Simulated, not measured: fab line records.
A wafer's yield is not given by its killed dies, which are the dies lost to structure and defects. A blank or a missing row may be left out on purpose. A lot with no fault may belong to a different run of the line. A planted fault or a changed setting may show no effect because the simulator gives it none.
Split-lot experiment -- flow n5-finfet -- route with 1938 steps; 7 lots, 21 wafers read

SPLIT DETAILS
At N5_BEOL_M5_EXPOSE_25 (exposes mask V4, defocus 10 nm), the setting dose-mj was moved away from the recipe's 52.75 on 4 of the 21 wafers read, by -6.6% to +6.8%. This setting was run at the recipe's value on the other wafers.

FROM THE SPLIT TO THE READING: what the file shows between them, 2 steps
- N5_BEOL_M5_PEB_26: peb time 60 s
- N5_BEOL_M5_DEVELOP_27: develop time 30 s

THE READING
cd-nm, in nm, at N5_BEOL_M5_CD_MEAS_28 (target cd 30.6 nm, target cd y 20 nm). On this fab line, fault-free wafers typically give 30.62 nm with a standard deviation of 0.24 nm.

wafer,"tool, chamber at the split",dose-mj as run,against the recipe,"cd-nm, nm",against lot-mates on the recipe
L074.3,"euv-scanner-02, 0",52.75,recipe,30.74,-
L074.4,"euv-scanner-02, 0",55.72,+5.6%,31.77,+1.14
L074.6,"euv-scanner-02, 0",52.75,recipe,30.53,-
L075.1,"euv-scanner-02, 0",52.75,recipe,30.61,-
L075.3,"euv-scanner-02, 0",52.75,recipe,30.73,-
L075.4,"euv-scanner-02, 0",52.75,recipe,30.51,-
L077.1,"euv-scanner-02, 0",52.75,recipe,30.44,-
L077.3,"euv-scanner-02, 0",52.75,recipe,30.50,-
L077.6,"euv-scanner-02, 0",52.75,recipe,30.76,-
L085.2,"euv-scanner-01, 0",52.75,recipe,30.91,-
L085.3,"euv-scanner-01, 0",52.75,recipe,30.83,-
L085.4,"euv-scanner-01, 0",52.75,recipe,30.47,-
L086.2,"euv-scanner-02, 0",52.75,recipe,30.44,-
L086.3,"euv-scanner-02, 0",49.29,-6.6%,28.51,-2.02
L086.5,"euv-scanner-02, 0",52.75,recipe,30.62,-
L089.1,"euv-scanner-01, 0",52.75,recipe,30.66,-
L089.4,"euv-scanner-01, 0",52.75,recipe,30.83,-
L089.6,"euv-scanner-01, 0",56.19,+6.5%,32.41,+1.66
L093.1,"euv-scanner-02, 0",52.75,recipe,31.03,-
L093.5,"euv-scanner-02, 0",52.75,recipe,30.78,-
L093.6,"euv-scanner-02, 0",56.34,+6.8%,32.13,+1.23

FIT RESULTS
A straight line over all 21 wafers: cd-nm changes by +0.258 nm for each +1% of dose-mj; r = +0.96; the points scatter about the line by 0.21 nm.
The same after taking each lot's own level away (the mean of its wafers on the recipe; 21 wafers): +0.241 nm for each +1%; r = +0.97; scatter 0.19 nm.
The reading moves by 1.6 nm for the largest change in dose-mj, on that fit.
Across the lots, their own levels run from 30.530 to 30.905 nm, a range of 1.6 times the standard deviation given above.
So the lot-to-lot level changes the slope little: the two slopes agree.
Check: with one of the wafers moved furthest among these (+6.8%) left out of the fit, the line predicts +1.75 nm for it against its lot-mates. It came out at +1.23 nm against them.

THE WHOLE CHAIN: every reading that the file lists as answering this split, in the file's order
step,what it does,reading,change (the file's fit),r (the file's)
N5_BEOL_M5_CD_MEAS_28,"target cd 30.6 nm, target cd y 20 nm",cd-nm,+0.237 nm for each +1% of the setting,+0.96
N5_BEOL_M5_ETCH_75,"etches underlayer in N2/H2, target depth 6.5 nm, time 5.2 s","BEOL_M5.cd-nm (the simulator's own value, which no gauge read)",+0.211 nm for each +1% of the setting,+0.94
N5_BEOL_M5_ETCH_67,"etches SiARC in CF4, target depth 15.6 nm, time 26 s","BEOL_M5.cd-nm (the simulator's own value, which no gauge read)",+0.218 nm for each +1% of the setting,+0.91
N5_BEOL_M5_ETCH_68,"etches SOC in N2/H2, target depth 80 nm, overetch 16 nm, time 120 s","BEOL_M5.cd-nm (the simulator's own value, which no gauge read)",+0.227 nm for each +1% of the setting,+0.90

FILE'S OWN FIT
cd-nm changes by +0.237 nm for each +1% of dose-mj, r = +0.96.
